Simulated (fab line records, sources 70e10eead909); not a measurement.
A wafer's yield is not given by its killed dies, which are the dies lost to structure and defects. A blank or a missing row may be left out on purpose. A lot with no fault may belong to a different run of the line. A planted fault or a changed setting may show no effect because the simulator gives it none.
fab line records ; flow nand_harc
record lots=12; wafers=36; last_day=34
route steps=1302 shown A_DECK1_JOINT@539 A_ONON_D2@554 END@1302
lots that met no fault: from a run of the same line without faults
start_h: hours from the record's opening day to when the first of the lot's shown wafers began ; wait_h: time in hours since the lot's previous step ; " as in the row above ; L1.1+2: several wafers, shown together as one row ; - value missing, or start not given ; * or withheld: withheld ; < > ~ a bound
route shown NAME@n: names a module that has steps shown in the file, with the first one's number in the route ; usual: mean and standard deviation over wafers with no fault ; same: alike in all rows ; chamber/n: place in a boat ; sites: the reading at each site ; _std_site: standard deviation of those values ; _edge_site: the outer-site mean with the inner-site mean subtracted ; radius_mm: how far each site lies from the wafer's centre ; mask NAME#n: copy n ; behind: the last tool/chamber to shape the wafer ; hold: reason for holding the lot/hours on hold/outcome of the hold ; device: the transistor (n, p or np) that didn't switch ; end of line: tests of these same wafers at the route's end ; a step given without rows: its recipe and nothing more ; killed: count of dies lost to structure and defects at first sort (not the wafer's yield) ; map: dies across one wafer; x = killed, . = not, _ = none there
set.NAME: the setting that was run; set.NAME@STEP: the one run at that earlier step ; model.NAME: the simulator's own value behind a step, which no gauge read
one table for each step of the route and one row for each wafer, over a sample of lots
services: a tool's chamber out of use, with start hour (start_h, from the record's first day; less than 0 if before it), hours out, and reason
## steps
# step NHARC_A_DECK1_JOINT_CMP_02
# recipe material=SiOx
# usual edge_zone_pressure_frac=1.000/0.0054; motor_current_A=11.5/0.9; slurry_filter_dp_kPa=13.49/0.15
lot.wafer;tool;chamber;start_h;wait_h;edge_zone_pressure_frac;motor_current_A;slurry_filter_dp_kPa
L953.4;cmp-02;2;273.29;0.5;0.991;11.4;13.27
L953.2;cmp-02;1;273.29;0.5;0.996;12.1;13.62
L953.5;cmp-02;3;273.29;0.5;0.996;11.2;13.61
L955.2;cmp-02;3;296.10;0.4;1.005;11.5;13.60
L955.3;cmp-02;0;296.10;0.4;1.000;12.1;13.60
L955.1;cmp-02;2;296.10;0.4;0.999;12.4;13.31
L960.4;cmp-02;3;343.63;0.4;0.993;10.2;13.52
L960.3;cmp-02;0;343.63;0.4;0.998;12.1;13.59
L960.1;cmp-02;1;343.63;0.4;0.996;12.9;13.52
L966.3;cmp-03;2;418.66;0.4;1.012;11.1;13.60
L966.1;cmp-03;3;418.66;0.4;1.004;10.3;13.34
L966.5;cmp-03;3;418.66;0.4;1.000;10.8;13.81
L968.2;cmp-02;0;425.22;0.4;0.995;12.9;13.36
L968.3;cmp-02;1;425.22;0.4;0.994;12.7;13.53
L968.4;cmp-02;3;425.22;0.4;0.997;11.0;13.42
L969.2;cmp-03;0;439.75;0.4;1.003;12.1;13.66
L969.1;cmp-03;2;439.75;0.4;1.004;11.0;13.23
L969.6;cmp-03;0;439.75;0.4;1.000;12.0;13.81
L971.4;cmp-02;2;459.84;0.4;0.996;11.7;13.20
L971.1;cmp-02;3;459.84;0.4;0.999;11.1;13.46
L971.2;cmp-02;1;459.84;0.4;0.994;12.2;13.39
L973.3;cmp-04;0;462.42;0.4;0.995;9.1;13.37
L973.1;cmp-04;1;462.42;0.4;1.014;12.5;13.31
L973.4;cmp-04;2;462.42;0.4;0.997;11.2;13.78
L972.4;cmp-03;0;462.48;0.4;0.991;11.7;13.85
L972.3;cmp-03;1;462.48;0.4;1.004;11.1;13.64
L972.5;cmp-03;2;462.48;0.4;0.997;10.9;13.65
L974.4;cmp-03;0;489.13;0.4;0.999;11.6;13.51
L974.6;cmp-03;0;489.13;0.4;1.006;11.6;13.47
L974.5;cmp-03;1;489.13;0.4;1.011;11.5;13.81
L975.2;cmp-02;0;489.15;0.4;1.000;12.5;13.60
L975.1;cmp-02;2;489.15;0.4;1.004;11.7;13.40
L975.5;cmp-02;3;489.15;0.4;1.000;11.4;13.71
L976.4;cmp-03;2;512.22;0.4;1.000;11.4;13.62
L976.2;cmp-03;0;512.22;0.4;1.006;12.2;13.55
L976.6;cmp-03;2;512.22;0.4;0.992;11.7;13.42
# step NHARC_A_DECK1_JOINT_DEP_16
# recipe target_thk_a=450; temp_c=400; pressure_torr=6.5; rf_w=900; teos_flow_sccm=161.4; flow_sccm=2650; target_thk_nm=45; gas=O2; material=SiO2
# usual chamber_pressure_Torr=6.499/0.014; heater_power_w=615/98; susceptor_temp_C=399.98/0.22; throttle_valve_pct=16.0/0.33
lot.wafer;tool;chamber;start_h;wait_h;chamber_pressure_Torr;heater_power_w;susceptor_temp_C;throttle_valve_pct
L953.2;pecvd-01;0;273.82;0.2;6.480;608;399.91;16.1
L953.5;pecvd-01;1;273.82;0.2;6.499;508;400.02;16.0
L953.4;pecvd-01;2;273.82;0.2;6.492;688;399.70;16.5
L955.1;pecvd-03;1;296.49;0.1;6.490;421;399.99;15.8
L955.3;pecvd-03;2;296.49;0.1;6.486;603;400.29;15.6
L955.2;pecvd-03;0;296.49;0.1;6.480;736;400.05;16.0
L960.1;pecvd-01;0;344.05;0.1;6.484;651;400.10;15.7
L960.3;pecvd-01;1;344.05;0.1;6.493;553;399.93;15.8
L960.4;pecvd-01;0;344.05;0.1;6.484;653;400.01;15.9
L966.3;pecvd-04;1;419.07;0.1;6.477;546;399.91;16.2
L966.1;pecvd-04;2;419.07;0.1;6.502;639;399.83;16.0
L966.5;pecvd-04;2;419.07;0.1;6.498;619;399.91;16.0
L968.3;pecvd-03;2;425.61;0.1;6.486;527;400.44;15.7
L968.2;pecvd-03;0;425.61;0.1;6.491;696;399.60;15.5
L968.4;pecvd-03;1;425.61;0.1;6.482;458;400.13;15.4
L969.2;pecvd-01;0;440.14;0.1;6.527;746;399.77;16.0
L969.1;pecvd-01;1;440.14;0.1;6.492;562;399.70;15.9
L969.6;pecvd-01;0;440.14;0.1;6.506;732;399.91;15.6
L971.2;pecvd-01;0;460.23;0.1;6.513;725;400.36;15.8
L971.1;pecvd-01;2;460.23;0.1;6.492;680;399.93;16.7
L971.4;pecvd-01;0;460.23;0.1;6.497;742;400.16;16.3
L973.3;pecvd-01;1;462.81;0.1;6.483;526;399.81;16.1
L973.1;pecvd-01;0;462.81;0.1;6.488;616;400.03;15.9
L973.4;pecvd-01;2;462.81;0.1;6.508;638;399.72;16.6
L972.3;pecvd-03;2;462.88;0.1;6.475;643;399.99;15.6
L972.4;pecvd-03;0;462.88;0.1;6.505;658;399.79;15.7
L972.5;pecvd-03;1;462.88;0.1;6.499;358;400.06;15.9
L975.1;pecvd-03;1;489.52;0.1;6.501;446;400.07;15.8
L975.2;pecvd-03;0;489.52;0.1;6.500;556;399.73;15.6
L975.5;pecvd-03;0;489.52;0.1;6.506;561;399.64;15.6
L974.4;pecvd-01;2;489.61;0.2;6.493;649;400.20;16.7
L974.5;pecvd-01;0;489.61;0.2;6.518;759;399.79;16.1
L974.6;pecvd-01;1;489.61;0.2;6.472;576;400.12;16.5
L976.2;pecvd-04;1;512.73;0.2;6.485;633;399.71;15.7
L976.4;pecvd-04;1;512.73;0.2;6.514;625;399.89;15.7
L976.6;pecvd-04;2;512.73;0.2;6.507;605;399.65;15.9
# step NHARC_A_DECK1_JOINT_INSPECT_05
# usual raw_defect_count=364/150
lot.wafer;tool;chamber;start_h;wait_h;raw_defect_count
L953.2;defect_inspect-02;-;274.08;0.0;223
L953.4;defect_inspect-02;-;274.08;0.0;194
L953.5;defect_inspect-02;-;274.08;0.0;249
L955.1;defect_inspect-02;-;296.81;0.0;276
L955.2;defect_inspect-02;-;296.81;0.0;431
L955.3;defect_inspect-02;-;296.81;0.0;287
L960.1;defect_inspect-01;-;344.34;0.0;1242
L960.3;defect_inspect-01;-;344.34;0.0;439
L960.4;defect_inspect-01;-;344.34;0.0;310
L966.1;defect_inspect-01;-;419.36;0.0;436
L966.3;defect_inspect-01;-;419.36;0.0;501
L966.5;defect_inspect-01;-;419.36;0.0;338
L968.2;defect_inspect-02;-;425.93;0.0;354
L968.3;defect_inspect-02;-;425.93;0.0;547
L968.4;defect_inspect-02;-;425.93;0.0;410
L969.1;defect_inspect-02;-;440.43;0.0;205
L969.2;defect_inspect-02;-;440.43;0.0;286
L969.6;defect_inspect-02;-;440.43;0.0;199
L971.1;defect_inspect-02;-;460.54;0.0;180
L971.2;defect_inspect-02;-;460.54;0.0;273
L971.4;defect_inspect-02;-;460.54;0.0;205
L973.1;defect_inspect-01;-;463.13;0.0;467
L973.3;defect_inspect-01;-;463.13;0.0;333
L973.4;defect_inspect-01;-;463.13;0.0;268
L972.3;defect_inspect-01;-;463.19;0.0;277
L972.4;defect_inspect-01;-;463.19;0.0;330
L972.5;defect_inspect-01;-;463.19;0.0;220
L975.1;defect_inspect-02;-;489.83;0.0;470
L975.2;defect_inspect-02;-;489.83;0.0;259
L975.5;defect_inspect-02;-;489.83;0.0;224
L974.4;defect_inspect-01;-;489.84;0.0;303
L974.5;defect_inspect-01;-;489.84;0.0;753
L974.6;defect_inspect-01;-;489.84;0.0;508
L976.2;defect_inspect-02;-;513.02;0.0;393
L976.4;defect_inspect-02;-;513.02;0.0;397
L976.6;defect_inspect-02;-;513.02;0.0;328
# step NHARC_A_ONON_D2_THK_MEAS_14
# recipe thk_meas_gauge=ellipsometry
# usual thk_nm=1001/9.3
lot.wafer;tool;chamber;start_h;wait_h;thk_nm
L953.2;film_metro-02;-;276.93;-;999
L953.4;film_metro-02;-;276.93;-;999
L953.5;film_metro-02;-;276.93;-;998
L955.1;film_metro-01;-;299.66;-;995
L955.2;film_metro-01;-;299.66;-;995
L955.3;film_metro-01;-;299.66;-;995
L960.1;film_metro-01;-;347.22;-;1003
L960.3;film_metro-01;-;347.22;-;1003
L960.4;film_metro-01;-;347.22;-;1002
L966.1;film_metro-02;-;422.22;-;999
L966.3;film_metro-02;-;422.22;-;1000
L966.5;film_metro-02;-;422.22;-;997
L968.2;film_metro-02;-;428.77;-;989
L968.3;film_metro-02;-;428.77;-;990
L968.4;film_metro-02;-;428.77;-;988
L969.1;film_metro-01;-;443.27;-;1000
L969.2;film_metro-01;-;443.27;-;1002
L969.6;film_metro-01;-;443.27;-;1002
L971.1;film_metro-01;-;463.38;-;999
L971.2;film_metro-01;-;463.38;-;997
L971.4;film_metro-01;-;463.38;-;996
L973.1;film_metro-02;-;465.98;-;1004
L973.3;film_metro-02;-;465.98;-;1003
L973.4;film_metro-02;-;465.98;-;1003
L972.3;film_metro-02;-;466.07;-;1002
L972.4;film_metro-02;-;466.07;-;1002
L972.5;film_metro-02;-;466.07;-;1002
L975.1;film_metro-01;-;492.69;-;1004
L975.2;film_metro-01;-;492.69;-;1003
L975.5;film_metro-01;-;492.69;-;1003
L974.4;film_metro-02;-;492.71;-;1003
L974.5;film_metro-02;-;492.71;-;1003
L974.6;film_metro-02;-;492.71;-;1002
L976.2;film_metro-01;-;515.87;-;1007
L976.4;film_metro-01;-;515.87;-;1007
L976.6;film_metro-01;-;515.87;-;1007
# step NHARC_A_ONON_D2_THK_MEAS_21
# recipe thk_meas_gauge=ellipsometry
# usual thk_nm=998/11
lot.wafer;tool;chamber;start_h;wait_h;thk_nm
L953.2;film_metro-02;-;284.72;-;996
L953.4;film_metro-02;-;284.72;-;995
L953.5;film_metro-02;-;284.72;-;997
L955.1;film_metro-01;-;309.03;-;996
L955.2;film_metro-01;-;309.03;-;996
L955.3;film_metro-01;-;309.03;-;995
L960.1;film_metro-02;-;355.94;-;1001
L960.3;film_metro-02;-;355.94;-;1001
L960.4;film_metro-02;-;355.94;-;1000
L966.1;film_metro-01;-;431.18;-;990
L966.3;film_metro-01;-;431.18;-;989
L966.5;film_metro-01;-;431.18;-;992
L968.2;film_metro-02;-;437.06;-;1014
L968.3;film_metro-02;-;437.06;-;1011
L968.4;film_metro-02;-;437.06;-;1013
L969.1;film_metro-01;-;451.23;-;988
L969.2;film_metro-01;-;451.23;-;990
L969.6;film_metro-01;-;451.23;-;990
L971.1;film_metro-02;-;471.27;-;1009
L971.2;film_metro-02;-;471.27;-;1007
L971.4;film_metro-02;-;471.27;-;1009
L973.1;film_metro-01;-;471.28;-;997
L973.3;film_metro-01;-;471.28;-;997
L973.4;film_metro-01;-;471.28;-;997
L972.3;film_metro-02;-;471.28;-;995
L972.4;film_metro-02;-;471.28;-;996
L972.5;film_metro-02;-;471.28;-;995
L974.4;film_metro-02;-;500.73;-;1000
L974.5;film_metro-02;-;500.73;-;999
L974.6;film_metro-02;-;500.73;-;1004
L975.1;film_metro-01;-;500.73;-;987
L975.2;film_metro-01;-;500.73;-;988
L975.5;film_metro-01;-;500.73;-;987
L976.2;film_metro-02;-;524.01;-;991
L976.4;film_metro-02;-;524.01;-;989
L976.6;film_metro-02;-;524.01;-;989
# step NHARC_END_SORT_01
# recipe temp_c=25
# usual killed_at_array=59/16; killed_at_other=0.7/1.1; killed_at_periphery=4/3; killed_dies=64/16; killed_open=3.4/1.8; killed_short=2.6/1.7
# same gross_dies=677
lot.wafer;tool;chamber;start_h;wait_h;killed_at_array;killed_at_other;killed_at_periphery;killed_dies;killed_open;killed_short
L960.1;prober-01;0;638.96;2.4;510;2;4;516;2;1
L960.3;prober-01;0;640.58;3.1;72;3;7;82;2;6
L960.4;prober-01;0;641.39;3.4;81;0;9;90;4;5
L966.1;prober-01;0;705.05;2.5;51;2;7;60;2;2
L966.3;prober-01;0;706.65;3.1;42;0;2;44;1;1
L966.5;prober-01;0;708.24;3.7;44;1;3;48;3;0
L969.1;prober-01;0;724.27;2.5;56;0;4;60;3;1
L969.2;prober-01;0;725.07;2.8;32;0;2;34;1;2
L969.6;prober-01;0;728.30;4.0;47;0;9;56;6;4
# killed by level:class
L960.1 A_DECK1_JOINT:unspecified=465 A_CHANNEL_HOLE_D1:chamber_film_flake=28 A_CHANNEL_HOLE_D2:chamber_film_flake=6 A_CONTACT:chamber_film_flake=6 A_WL_FILL:chamber_film_flake=2 P_M0:geometric_particle:short=1 A_M0:geometric_particle:open=1 STARTING-WAFER:geometric_particle:open=1
L960.3 A_CHANNEL_HOLE_D1:chamber_film_flake=34 A_CONTACT:chamber_film_flake=12 A_CHANNEL_HOLE_D2:chamber_film_flake=9 A_STAIRCASE:chamber_film_flake=5 P_STI:chamber_film_flake=3 P_M2:chamber_film_flake=3 THIN_TSV:chamber_film_flake=3 A_WL_FILL:chamber_film_flake=2
L960.4 A_CHANNEL_HOLE_D1:chamber_film_flake=32 A_CHANNEL_HOLE_D2:chamber_film_flake=13 A_CONTACT:chamber_film_flake=12 A_WL_FILL:chamber_film_flake=7 P_M2:chamber_film_flake=6 A_STAIRCASE:chamber_film_flake=4 A_WL_FILL:geometric_particle:open=2 A_DECK1_JOINT:chamber_film_flake=2
L966.1 A_CHANNEL_HOLE_D1:chamber_film_flake=39 P_GATE:chamber_film_flake=4 A_SLIT:chamber_film_flake=4 A_CONTACT:chamber_film_flake=3 HYBRID_BOND:chamber_film_flake=2 P_GATE:geometric_particle:open=1 P_CONTACT:geometric_particle:open=1 A_ONON_D1:geometric_particle:short=1
L966.3 A_CHANNEL_HOLE_D1:chamber_film_flake=37 A_SLIT:chamber_film_flake=2 P_M2:geometric_particle:open=1 A_CHANNEL_FILL_D1:geometric_particle:short=1 P_GATE:chamber_film_flake=1 A_DECK1_JOINT:chamber_film_flake=1 A_BLC:chamber_film_flake=1
L966.5 A_CHANNEL_HOLE_D1:chamber_film_flake=32 A_CONTACT:chamber_film_flake=5 A_SLIT:chamber_film_flake=4 P_GATE:chamber_film_flake=2 P_M0:geometric_particle:open=1 A_ONON_D2:geometric_particle:open=1 A_CHANNEL_FILL_D2:geometric_particle:open=1 A_BLC:chamber_film_flake=1
L969.1 A_SLIT:chamber_film_flake=31 A_CONTACT:chamber_film_flake=8 A_CHANNEL_HOLE_D1:chamber_film_flake=7 P_BONDPAD:chamber_film_flake=2 A_STAIRCASE:chamber_film_flake=2 A_WL_FILL:chamber_film_flake=2 A_CHANNEL_FILL_D1:geometric_particle:short=1 A_CHANNEL_FILL_D2:geometric_particle:open=1
L969.2 A_SLIT:chamber_film_flake=16 A_CHANNEL_HOLE_D1:chamber_film_flake=4 A_CONTACT:chamber_film_flake=4 A_STAIRCASE:chamber_film_flake=2 A_CHANNEL_HOLE_D2:geometric_particle:short=1 A_CHANNEL_FILL_D2:geometric_particle:short=1 A_BLC:geometric_particle:open=1 P_STI:chamber_film_flake=1
L969.6 A_SLIT:chamber_film_flake=27 A_CHANNEL_HOLE_D1:chamber_film_flake=9 P_BONDPAD:chamber_film_flake=4 A_CONTACT:chamber_film_flake=3 P_CONTACT:geometric_particle:open=2 P_GATE:geometric_particle:open=1 P_CONTACT:geometric_particle:short=1 A_CHANNEL_FILL_D1:geometric_particle:open=1
## services
tool;chamber;start_h;hours;kind
pecvd-04;0;251.44;9.6;repair
cmp-02;-;253.22;3.5;repair
cmp-03;-;260.47;4.0;pm
pecvd-04;2;264.51;19.2;repair
cmp-03;-;278.88;0.9;repair
pecvd-03;2;287.08;8.3;repair
pecvd-01;-;290.25;0.8;repair
pecvd-01;-;311.06;13.0;pm
cmp-02;-;332.97;4.0;pm
cmp-03;-;342.52;6.0;repair
pecvd-03;1;348.42;4.6;repair
cmp-03;-;351.78;2.2;repair
cmp-03;-;358.47;4.0;pm
pecvd-03;-;366.00;13.0;pm
cmp-02;-;406.10;1.1;repair
cmp-03;-;412.15;2.4;repair
pecvd-03;-;412.51;0.6;repair
cmp-03;-;428.62;3.0;repair
pecvd-03;1;429.60;10.7;repair
cmp-02;-;429.71;0.2;repair
cmp-02;-;430.97;4.0;pm
cmp-03;-;456.47;4.0;pm
pecvd-01;-;492.06;13.0;pm
cmp-02;-;492.28;2.2;repair
## key
first_sign step=NHARC_A_DECK1_JOINT_INSPECT_05; reading=raw_defect_count; direction=up; sigmas=5.8; usual=364; struck=1242
effect step=NHARC_END_SORT_01; reading=killed_dies; direction=up; sigmas=27; usual=64; struck=516
more_kills_born_at NHARC_A_DECK1_JOINT_CMP_02@cmp-02=465
met_at NHARC_A_DECK1_JOINT_CMP_02
struck_lots L960
struck_wafers L960.1
tester_left_out L960
not_acting_at NHARC_A_DECK1_JOINT_DEP_16,NHARC_A_ONON_D2_THK_MEAS_14,NHARC_A_ONON_D2_THK_MEAS_21
onset_between 273.29 343.63
fault kind=chamber_particle_source; tool=cmp-02; chamber=1; onset_h=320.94; steps=NHARC_A_DECK1_JOINT_CMP_02; rate_per_visit_cm2=1.4814; end_h=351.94
# tester_left_out: of these lots the tester's yield and bins aren't shown, on N5 and GAA mostly nor the transistor test; their killed dies are dies lost to structure and defects alone, not to doping, threshold or leakage, so they don't give the yield
